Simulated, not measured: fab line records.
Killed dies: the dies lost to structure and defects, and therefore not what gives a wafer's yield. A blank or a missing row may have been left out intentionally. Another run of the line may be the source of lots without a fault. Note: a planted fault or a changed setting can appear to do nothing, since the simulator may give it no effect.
fab line records	flow n5-finfet
record: lots: 9	wafers: 26	last-day: 19
route steps=1938 shown FIN_SAQP@98 BEOL_M4@1111 PASSIVATION@1936
lots that met no fault: from a run of the same line without faults
start-h: start of the lot's first displayed wafer, in hours after the record's first day	wait-h: how many hours have passed since the lot's step before this one	" repeats the value in the row above	L1.1+2: one row covering several wafers at once	- no value present, or no start provided	* or withheld: withheld	< > ~ a bound
route shown NAME@n: a module of which the file shows steps, and the number in the route of the first	usual: mean and standard deviation over wafers with no fault	same: alike in all rows	chamber/n: place in a boat	sites: the reading at each site	_std_site: the standard deviation of these	_edge_site: inner sites' mean taken away from outer sites' mean	radius-mm: how far each site lies from the wafer's centre	mask NAME#n: copy n	behind: the most recent tool/chamber to have shaped the wafer	hold: why the lot was held/for how many hours/how that ended	device: the transistor (n, p or np) that didn't switch	end of line: the tests these same wafers got at the end of their route	where a step has no rows: the recipe by itself	killed: the dies lost at the first sort to structure and to defects; this is not the yield of the wafer	map: a wafer's dies, marking killed ones x, the rest . and places with no die _
set.NAME: the run value of the setting; set.NAME@STEP: its run value at that earlier step	model.NAME: the simulator's own value behind a step, which no gauge read
steps of the route over a sample of lots; a table a step, a row a wafer
services: the hour from which a tool's chamber was out of use, counted from the record's first day as start-h (under 0 if before that day), plus the number of hours and why
== steps ==
step: N5_FIN_SAQP_PECVD_47
recipe: material: a-Si	target-thk-a: 450	temp-c: 400	precursor: SiH4/He	pressure-torr: 3	rf-w: 100	time-s: 36.3
usual: heater-power-w: 789/93	showerhead-plenum-p-Torr: 5.66/0.074	susceptor-temp-C: 399.98/0.25	throttle-valve-pct: 18.0/1.2
same: time-s: 36.3
lot.wafer	tool	chamber	start-h	wait-h	heater-power-w	showerhead-plenum-p-Torr	susceptor-temp-C	throttle-valve-pct
L277.2	pecvd-04	0	21.74	0.0	678	5.69	399.80	19.9
L277.3	"	0	"	"	665	5.68	399.91	20.1
L277.5	"	0	"	"	672	5.68	400.08	19.8
L284.1	pecvd-04	2	63.24	0.0	831	5.72	399.67	16.8
L284.2	"	1	"	"	739	5.56	400.10	18.5
L284.5	"	0	"	"	755	5.69	400.16	20.0
L285.1	pecvd-04	2	68.95	0.0	833	5.72	399.75	16.6
L285.3	"	1	"	"	775	5.56	399.80	18.5
L285.4	"	2	"	"	836	5.74	400.03	16.6
L286.1	pecvd-03	0	76.82	0.0	824	5.49	399.57	17.7
L286.3	"	2	"	"	820	5.75	400.21	16.9
L286.6	"	1	"	"	867	5.69	399.95	18.5
L294.1	pecvd-04	1	122.50	0.0	758	5.56	400.10	16.8
L294.2	"	2	"	"	817	5.74	400.03	16.8
L294.4	"	2	"	"	818	5.74	400.01	16.7
L295.2	pecvd-03	2	131.51	0.0	921	5.77	400.12	17.1
L295.3	"	0	"	"	781	5.49	399.97	17.8
L296.1	pecvd-02	2	136.46	0.0	723	5.68	399.86	18.1
L296.3	"	0	"	"	744	5.69	400.63	17.5
L296.6	"	1	"	"	952	5.60	399.97	18.0
L299.1	pecvd-04	1	154.60	0.0	699	5.55	400.41	17.1
L299.5	"	0	"	"	648	5.69	399.75	20.1
L299.6	"	1	"	"	716	5.56	400.37	17.1
L300.2	pecvd-02	0	159.56	0.0	786	5.66	399.57	17.5
L300.5	"	0	"	"	799	5.67	399.80	17.6
L300.6	"	2	"	"	713	5.67	399.66	18.5
step: N5_FIN_SAQP_HM_DEP_72
recipe: material: SiO2	target-thk-a: 120	temp-c: 400	precursor: SiH4/N2O	pressure-torr: 0.75	rf-w: 275	time-s: 7.2
usual: heater-power-w: 759/87	showerhead-plenum-p-Torr: 8.11/0.26	susceptor-temp-C: 399.98/0.2
same: time-s: 7.2
lot.wafer	tool	chamber	start-h	wait-h	heater-power-w	showerhead-plenum-p-Torr	susceptor-temp-C
L277.2	pecvd-04	2	22.01	0.0	697	8.30	399.68
L277.3	"	0	"	"	642	8.21	400.30
L277.5	"	2	"	"	718	8.31	400.31
L284.1	pecvd-04	2	63.45	0.0	744	8.31	399.94
L284.2	"	0	"	"	645	8.22	399.96
L284.5	"	2	"	"	763	8.32	399.85
L285.1	pecvd-03	2	69.23	0.0	876	8.38	400.03
L285.3	"	1	"	"	736	8.23	399.90
L285.4	"	0	"	"	823	7.67	399.72
L286.1	pecvd-04	0	77.03	0.0	574	8.22	400.24
L286.3	"	1	"	"	679	7.86	400.04
L286.6	"	0	"	"	607	8.21	399.87
L294.1	pecvd-03	1	122.71	0.0	821	8.22	400.26
L294.2	"	2	"	"	835	8.38	400.00
L294.4	"	2	"	"	815	8.37	399.92
L295.2	pecvd-04	1	131.72	0.0	712	7.84	400.41
L295.3	"	0	"	"	728	8.21	400.00
L296.1	pecvd-02	0	136.67	0.0	667	8.16	399.77
L296.3	"	2	"	"	652	8.16	400.09
L296.6	"	2	"	"	549	8.15	400.17
L299.1	pecvd-03	2	154.80	0.0	857	8.40	399.78
L299.5	"	1	"	"	799	8.22	399.89
L299.6	"	2	"	"	876	8.38	399.76
L300.2	pecvd-02	1	159.76	0.0	954	7.97	400.20
L300.5	"	0	"	"	785	8.17	400.21
L300.6	"	2	"	"	614	8.15	399.84
step: N5_FIN_SAQP_OVL_MEAS_17
recipe: points-per-wafer: 44
usual: FIN_CORE_OVL: -0.2/0.88
lot.wafer	tool	chamber	start-h	wait-h	FIN_CORE_OVL[nm]
L277.2	overlay-02	0	22.53	0.0	-0.4
L277.3	"	0	"	"	-0.5
L277.5	"	0	"	"	-0.1
L284.1	overlay-02	0	63.93	0.0	-0.9
L284.2	"	0	"	"	-0.2
L284.5	"	0	"	"	-1.6
L285.1	overlay-02	0	69.59	0.0	0.0
L285.3	"	0	"	"	-0.9
L285.4	"	0	"	"	-0.1
L286.1	overlay-02	0	77.39	0.0	0.1
L286.3	"	0	"	"	0.3
L286.6	"	0	"	"	-0.4
L294.1	overlay-02	0	123.19	0.0	-0.7
L294.2	"	0	"	"	-1.3
L294.4	"	0	"	"	0.2
L295.2	overlay-02	0	132.08	0.0	-0.1
L295.3	"	0	"	"	-0.8
L296.1	overlay-02	0	137.15	0.0	0.1
L296.3	"	0	"	"	0.2
L296.6	"	0	"	"	0.9
L299.1	overlay-01	0	155.16	0.0	-1.7
L299.5	"	0	"	"	0.4
L299.6	"	0	"	"	-2.6
L300.2	overlay-02	0	160.13	0.0	-2.1
L300.5	"	0	"	"	-0.3
L300.6	"	0	"	"	-0.1
step: N5_FIN_SAQP_SPACER1_ALD_24
recipe: material: SiO2	target-thk-a: 203	temp-c: 300	ald-precursor-family: BDEAS	ald-co-reactant: O2-plasma	pulse-time-s: 1	purge-time-s: 2	co-reactant-purge-time-s: 2	ald-cycles: 218	pressure-torr: 2
usual: ald-cycles: 218/0	heater-power-w: 466/45	precursor-pulse-height-rel: 0.999/0.019	susceptor-temp-C: 300.00/0.21
lot.wafer	tool	chamber	start-h	wait-h	ald-cycles	heater-power-w	precursor-pulse-height-rel	susceptor-temp-C
L277.2	ald-sin-01	2	23.81	0.3	218	431	0.987	300.18
L277.3	"	0	"	"	218	479	1.004	299.79
L277.5	"	1	"	"	218	538	0.974	300.02
L284.1	ald-sin-03	3	65.11	0.3	218	499	1.011	300.16
L284.2	"	1	"	"	218	462	0.997	300.37
L284.5	"	1	"	"	218	456	0.991	300.31
L285.1	ald-sin-01	1	71.27	0.3	218	544	0.962	299.74
L285.3	"	2	"	"	218	426	1.021	300.38
L285.4	"	3	"	"	218	495	0.956	300.23
L286.1	ald-sin-03	3	78.81	0.3	218	508	0.995	300.08
L286.3	"	1	"	"	218	461	1.021	299.94
L286.6	"	0	"	"	218	476	1.006	299.83
L294.1	ald-sin-03	3	124.34	0.3	218	512	0.968	299.82
L294.2	"	0	"	"	218	470	0.998	299.85
L294.4	"	1	"	"	237	448	0.981	299.66
L295.2	ald-sin-03	1	133.24	0.3	218	453	0.983	299.99
L295.3	"	3	"	"	237	508	0.998	300.06
L296.1	ald-sin-03	1	138.30	0.3	218	472	1.006	299.62
L296.3	"	3	"	"	237	519	0.976	299.93
L296.6	"	1	"	"	218	474	0.976	299.59
L299.1	ald-sin-04	3	156.36	0.3	218	495	1.010	299.85
L299.5	"	2	"	"	218	504	0.992	300.16
L299.6	"	3	"	"	218	499	0.978	299.69
L300.2	ald-sin-04	0	161.28	0.3	218	423	1.021	300.24
L300.5	"	0	"	"	218	431	1.013	300.15
L300.6	"	1	"	"	218	400	0.984	300.15
step: N5_FIN_SAQP_CD_MEAS_27
recipe: target-cd-nm: 20	landing-energy-ev: 1000	detector: se-inlens	polarity: line
usual: cd-nm: 20.28/0.24
lot.wafer	tool	chamber	start-h	wait-h	cd-nm
L277.2	cd-sem-03	0	24.73	0.1	20.17
L277.3	"	0	"	"	20.52
L277.5	"	0	"	"	20.04
L284.1	cd-sem-02	0	66.03	0.1	19.98
L284.2	"	0	"	"	19.93
L284.5	"	0	"	"	20.00
L285.1	cd-sem-03	0	72.26	0.1	20.21
L285.3	"	0	"	"	20.39
L285.4	"	0	"	"	20.67
L286.1	cd-sem-01	0	79.73	0.1	20.27
L286.3	"	0	"	"	20.09
L286.6	"	0	"	"	20.02
L294.1	cd-sem-02	0	125.26	0.1	20.61
L294.2	"	0	"	"	20.03
L294.4	"	0	"	"	21.95
L295.2	cd-sem-02	0	134.30	0.1	20.39
L295.3	"	0	"	"	22.27
L296.1	cd-sem-01	0	139.26	0.1	20.36
L296.3	"	0	"	"	21.79
L296.6	"	0	"	"	20.29
L299.1	cd-sem-03	0	157.27	0.1	20.35
L299.5	"	0	"	"	19.97
L299.6	"	0	"	"	19.77
L300.2	cd-sem-02	0	162.28	0.1	20.12
L300.5	"	0	"	"	20.30
L300.6	"	0	"	"	19.87
step: N5_BEOL_M4_RC_MEAS_101
usual: DIBL_N: 36.1/1.3	DIBL_P: 36.1/1.7	IOFF_N: 0.154/0.022	IOFF_P: 0.201/0.024	ION_N: 675/8.9	ION_P: 462/5.9	SS_N: 71.5/0.49	SS_P: 73.3/0.58	VT_N: 250.0/2.7	VT_P: -251.3/2.7
lot.wafer	tool	chamber	start-h	wait-h	DIBL_N[mV/V]	DIBL_P[mV/V]	IOFF_N[nA/um]	IOFF_P[nA/um]	ION_N[uA/um]	ION_P[uA/um]	SS_N[mV/dec]	SS_P[mV/dec]	VT_N[mV]	VT_P[mV]
L277.2	prober-01	0	164.01	0.2	35.6	34.7	0.148	0.194	674	468	71.6	73.1	249.6	-251.0
L277.3	"	0	"	"	35.7	34.9	0.151	0.200	688	470	72.3	73.5	249.3	-249.6
L277.5	"	0	"	"	35.3	34.9	0.147	0.196	678	463	72.2	72.6	247.7	-250.2
L284.1	prober-02	0	212.89	0.0	36.1	34.8	0.155	0.202	669	464	71.9	72.5	250.6	-253.7
L284.2	"	0	"	"	35.3	33.5	0.148	0.184	682	462	72.0	72.7	249.2	-254.6
L284.5	"	0	"	"	35.4	33.9	0.141	0.189	674	465	71.2	73.1	253.0	-253.1
L285.1	prober-01	0	227.34	0.0	35.2	35.5	0.131	0.189	672	461	71.0	73.0	251.7	-250.1
L285.3	"	0	"	"	36.0	35.5	0.134	0.192	668	463	71.3	72.4	250.1	-248.9
L285.4	"	0	"	"	36.5	36.9	0.146	0.214	676	465	71.0	73.2	249.3	-249.1
L286.1	prober-02	0	231.69	0.0	35.2	34.1	0.136	0.174	662	452	71.4	72.9	253.5	-250.5
L286.3	"	0	"	"	35.0	35.0	0.151	0.192	672	460	71.7	73.4	252.1	-250.9
L286.6	"	0	"	"	36.8	36.7	0.176	0.218	679	462	71.6	74.1	247.8	-250.6
L295.2	prober-02	0	284.88	0.2	36.6	36.9	0.141	0.189	667	456	71.6	73.5	252.9	-256.0
L295.3	"	0	"	"	39.7	40.7	0.211	0.239	682	457	72.7	73.8	248.6	-251.5
L294.1	prober-02	0	287.81	0.0	36.5	37.5	0.156	0.221	674	468	71.2	73.8	251.3	-248.6
L294.2	"	0	"	"	36.1	37.5	0.160	0.216	676	470	72.1	72.7	251.1	-247.2
L294.4	"	0	"	"	35.8	37.1	0.146	0.205	665	464	72.0	72.9	253.0	-247.0
L296.1	prober-01	0	289.51	0.0	35.4	35.5	0.150	0.197	676	465	71.8	72.6	249.4	-252.2
L296.3	"	0	"	"	34.2	33.2	0.120	0.163	666	456	71.3	72.9	252.3	-252.5
L296.6	"	0	"	"	36.5	36.5	0.167	0.208	680	468	72.3	73.0	248.5	-249.7
L299.1	prober-02	0	319.48	0.0	38.7	39.5	0.196	0.268	696	478	72.4	73.9	244.5	-245.7
L299.5	"	0	"	"	37.4	38.0	0.174	0.247	681	470	72.2	73.6	245.3	-248.8
L299.6	"	0	"	"	36.1	36.4	0.147	0.211	670	464	71.9	73.0	251.1	-247.4
L300.2	prober-01	0	322.61	0.2	35.0	35.5	0.129	0.156	667	456	71.1	73.3	251.5	-255.6
L300.5	"	0	"	"	35.0	36.1	0.136	0.168	678	460	71.8	72.9	249.9	-253.4
L300.6	"	0	"	"	35.9	36.4	0.141	0.169	677	462	72.3	73.3	250.5	-256.6
step: N5_PASSIVATION_PROBE_49
usual: defect-limited-yield: 90.9/1.3	killed_at_M0_to_M3: 35/10	killed_at_M4_up: 15/5.7	killed-at-contacts: 14/6.4	killed-at-front-end: 40/11	killed-at-other: 4/3.1	killed-dies: 108/16	killed-on-rim: 14/3.6	killed-open: 71/11	killed-short: 34/7.7	sort_bin_5_function: 5.4/0.9	sort_bin_6_memory: 3.4/0.61	sort-n-pass: 1072/16	sort-yield-pct: 90.9/1.3
same: gross-dies: 1180	killed-at-back-side: 0	sort_bin_4_leakage[%]: 0	sort_bin_8_speed[%]: 0
lot.wafer	tool	chamber	start-h	wait-h	defect-limited-yield[%]	killed_at_M0_to_M3	killed_at_M4_up	killed-at-contacts	killed-at-front-end	killed-at-other	killed-dies	killed-on-rim	killed-open	killed-short	sort_bin_5_function[%]	sort_bin_6_memory[%]	sort-n-pass	sort-yield-pct[%]
L294.1	prober-01	-	389.91	0.0	90.9	29	23	19	32	4	107	17	67	36	5.4	3.4	1073	90.9
L294.2	prober-01	-	389.96	0.1	92.5	36	12	16	23	1	88	8	50	35	4.9	2.5	1092	92.5
L294.4	prober-01	-	390.06	0.2	87.5	23	18	21	82	3	147	14	69	30	9.0	3.4	1033	87.5
L295.2	prober-02	-	390.09	0.1	90.8	43	20	13	31	1	108	19	80	27	5.1	3.6	1072	90.8
L295.3	prober-02	-	390.14	0.1	88.6	39	12	15	67	1	134	10	74	25	7.6	3.4	1046	88.6
L296.1	prober-01	-	400.08	0.0	87.6	40	18	27	51	10	146	17	83	57	7.5	4.1	1034	87.6
L296.3	prober-01	-	400.18	0.1	86.9	33	18	16	80	7	154	16	79	38	9.5	3.1	1026	86.9
L296.6	prober-01	-	400.33	0.3	90.5	35	18	11	48	0	112	15	68	41	5.0	3.9	1068	90.5
killed by level:class
L294.1 MOL_CONTACT_COAG:geometric-particle:open=17 BEOL_M4:geometric-particle:open=11 BEOL_M2:geometric-particle:open=11 BEOL_M0_SAQP:geometric-particle:short=8 BEOL_M0_SAQP:geometric-particle:open=7 FIN_SAQP:geometric-particle:short=5 GATE_CUT:geometric-particle:short=5 FIN_SAQP:geometric-particle:open=4
L294.2 BEOL_M0_SAQP:geometric-particle:short=13 FIN_SAQP:geometric-particle:short=12 MOL_CONTACT_COAG:geometric-particle:open=12 BEOL_M0_SAQP:geometric-particle:open=9 FIN_SAQP:geometric-particle:open=5 BEOL_M2:geometric-particle:open=5 MOL_CONTACT_COAG:geometric-particle:short=4 BEOL_M1:geometric-particle:open=4
L294.4 FIN_SAQP:area-ald=44 MOL_CONTACT_COAG:geometric-particle:open=14 BEOL_M2:geometric-particle:open=10 FIN_SAQP:geometric-particle:open=7 GATE_CUT:geometric-particle:open=7 MOL_CONTACT_COAG:geometric-particle:short=6 GATE_CUT:geometric-particle:short=5 STI_FIN_REVEAL:geometric-particle:open=4
L295.2 BEOL_M4:geometric-particle:open=14 BEOL_M1:geometric-particle:open=11 MOL_CONTACT_COAG:geometric-particle:open=10 BEOL_M2:geometric-particle:open=7 BEOL_M3:geometric-particle:open=7 FIN_SAQP:geometric-particle:open=6 BEOL_M0_SAQP:geometric-particle:short=6 BEOL_M1:geometric-particle:short=6
L295.3 FIN_SAQP:area-ald=32 MOL_CONTACT_COAG:geometric-particle:open=14 BEOL_M1:geometric-particle:open=12 FIN_SAQP:geometric-particle:open=8 BEOL_M0_SAQP:geometric-particle:open=8 BEOL_M3:geometric-particle:open=6 FIN_SAQP:geometric-particle:short=5 STI_FIN_REVEAL:geometric-particle:open=5
L296.1 MOL_CONTACT_COAG:geometric-particle:open=18 BEOL_M0_SAQP:geometric-particle:open=11 BEOL_M1:geometric-particle:open=10 MOL_CONTACT_COAG:geometric-particle:short=9 BEOL_M0_SAQP:geometric-particle:short=8 BEOL_M4:geometric-particle:open=8 STI_FIN_REVEAL:geometric-particle:short=7 STI_FIN_REVEAL:geometric-particle:open=7
L296.3 FIN_SAQP:area-ald=36 MOL_CONTACT_COAG:geometric-particle:open=14 BEOL_M2:geometric-particle:open=12 FIN_SAQP:geometric-particle:short=11 STI_FIN_REVEAL:geometric-particle:open=10 BEOL_M3:geometric-particle:open=7 FIN_SAQP:geometric-particle:open=6 BEOL_M4:geometric-particle:open=6
L296.6 FIN_SAQP:geometric-particle:short=11 BEOL_M1:geometric-particle:open=8 MOL_CONTACT_COAG:geometric-particle:open=8 STI_FIN_REVEAL:geometric-particle:open=8 GATE_CUT:geometric-particle:short=8 BEOL_M4:geometric-particle:open=7 BEOL_M0_SAQP:geometric-particle:open=5 BEOL_M0_SAQP:geometric-particle:short=5
== services ==
tool	chamber	start-h	hours	kind
ald-sin-03	-	-0.15	14.0	pm
ald-sin-03	0	-0.15	14.0	vent-cycle
ald-sin-03	1	-0.15	14.0	vent-cycle
ald-sin-03	2	-0.15	14.0	vent-cycle
ald-sin-03	3	-0.15	14.0	vent-cycle
pecvd-02	2	8.61	6.4	repair
pecvd-02	0	11.76	1.7	repair
ald-sin-04	1	11.91	4.2	repair
ald-sin-03	0	13.85	-	clean
pecvd-02	-	19.94	5.5	pm
pecvd-04	1	20.07	3.8	repair
ald-sin-04	2	20.13	7.1	repair
pecvd-02	-	35.38	10.9	repair
ald-sin-03	2	52.80	3.3	repair
pecvd-04	1	56.57	5.5	scheduled-down
pecvd-03	-	59.53	0.8	repair
pecvd-02	-	61.71	3.7	repair
pecvd-04	0	65.36	5.5	scheduled-down
ald-sin-03	1	89.88	3.2	repair
pecvd-04	1	91.98	-	clean
pecvd-04	1	91.98	29.5	scheduled-down
pecvd-04	1	91.98	29.5	vent-cycle
ald-sin-03	-	127.76	0.7	repair
ald-sin-01	-	132.93	2.8	pm
== key ==
first-sign: step: N5_FIN_SAQP_SPACER1_ALD_24	reading: ald-cycles	direction: up	sigmas: 99+	usual: *	struck: *
effect: step: N5_FIN_SAQP_CD_MEAS_27	reading: cd-nm	direction: up	sigmas: 7.3	usual: 20.28	struck: 22.00
effect: step: N5_PASSIVATION_PROBE_49	reading: sort_bin_5_function	direction: up	sigmas: 3.7	usual: 5.4	struck: 8.7
more-kills-born-at: N5_FIN_SAQP_SPACER1_ALD_24@ald-sin-03: 112
met-at N5_FIN_SAQP_SPACER1_ALD_24
struck-lots L294,L295,L296
struck-wafers L294.4,L295.3,L296.3
not-acting-at N5_FIN_SAQP_PECVD_47,N5_FIN_SAQP_HM_DEP_72,N5_FIN_SAQP_OVL_MEAS_17
onset-between 78.81 124.34
fault: kind: process-parameter-drift	tool: ald-sin-03	chamber: -	onset-h: 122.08	steps: N5_FIN_SAQP_SPACER1_ALD_24	channel: ald-cycles	offset: *	shape: step	end-h: 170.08	scope: struck-wafers-only	acts-in: *	stated: *
